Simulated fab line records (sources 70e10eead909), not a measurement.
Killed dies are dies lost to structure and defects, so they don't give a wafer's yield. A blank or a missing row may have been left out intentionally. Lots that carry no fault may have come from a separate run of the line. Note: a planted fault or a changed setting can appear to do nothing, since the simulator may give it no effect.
Chamber matching :: flow nand-harc :: NHARC_A_CHANNEL_FILL_D1_STRIP_28 on rie-diel-05 has 4 sister chambers
The step strips in O2, time 20 s. 4 wafers are shown with their chamber, then 11 later ones without.

== EACH WAFER AND ITS CHAMBER ==
wafer: L087.5
chamber: 3
drypump-motor-current-A (A): 5.6

wafer: L088.4
chamber: 0
drypump-motor-current-A (A): 5.5

wafer: L088.5
chamber: 1
drypump-motor-current-A (A): 6.0

wafer: L091.4
chamber: 2
drypump-motor-current-A (A): 5.8

== WAFERS WITH NO CHAMBER GIVEN ==
wafer: L091.5
drypump-motor-current-A (A): 5.6

wafer: L091.6
drypump-motor-current-A (A): 5.5

wafer: L092.3
drypump-motor-current-A (A): 5.9

wafer: L092.4
drypump-motor-current-A (A): 5.7

wafer: L092.6
drypump-motor-current-A (A): 5.6

wafer: L094.4
drypump-motor-current-A (A): 5.6

wafer: L094.5
drypump-motor-current-A (A): 5.6

wafer: L094.6
drypump-motor-current-A (A): 5.7

wafer: L096.1
drypump-motor-current-A (A): 5.6

wafer: L096.2
drypump-motor-current-A (A): 5.8

wafer: L096.4
drypump-motor-current-A (A): 5.9

== EACH ONE'S CHAMBER ==
wafer: L091.5
from the rows above: can't be placed: 3 or 0
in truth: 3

wafer: L091.6
from the rows above: can't be placed: 0 or 3
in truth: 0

wafer: L092.3
from the rows above: can't be placed: 1 or 2
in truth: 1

wafer: L092.4
from the rows above: can't be placed: 2 or 3 or 0
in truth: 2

wafer: L092.6
from the rows above: can't be placed: 3 or 0
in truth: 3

wafer: L094.4
from the rows above: can't be placed: 3 or 0
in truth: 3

wafer: L094.5
from the rows above: can't be placed: 3 or 0
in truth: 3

wafer: L094.6
from the rows above: can't be placed: 2 or 3 or 0
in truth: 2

wafer: L096.1
from the rows above: can't be placed: 3 or 0
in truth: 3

wafer: L096.2
from the rows above: 2
in truth: 2

wafer: L096.4
from the rows above: can't be placed: 1 or 2
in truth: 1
Placed correctly: 1 of 11. From these rows, 10 cannot be placed; in 10 the true chamber is one of the candidates. 0 placed wrongly.
How it was worked out, from the rows above alone: a wafer's distance from a chamber is the root of the sum, over the readings, of the square of ((its reading less the chamber's mean) divided by the reading's scatter). If the next closest chamber is less than 2 further off than the closest, the wafer can't be placed; otherwise it belongs to the closest. A chamber's mean is the mean of its shown wafers. The scatter: with one shown wafer a chamber, the root of the mean of the squares of how far each hidden wafer lies from its nearest shown one.
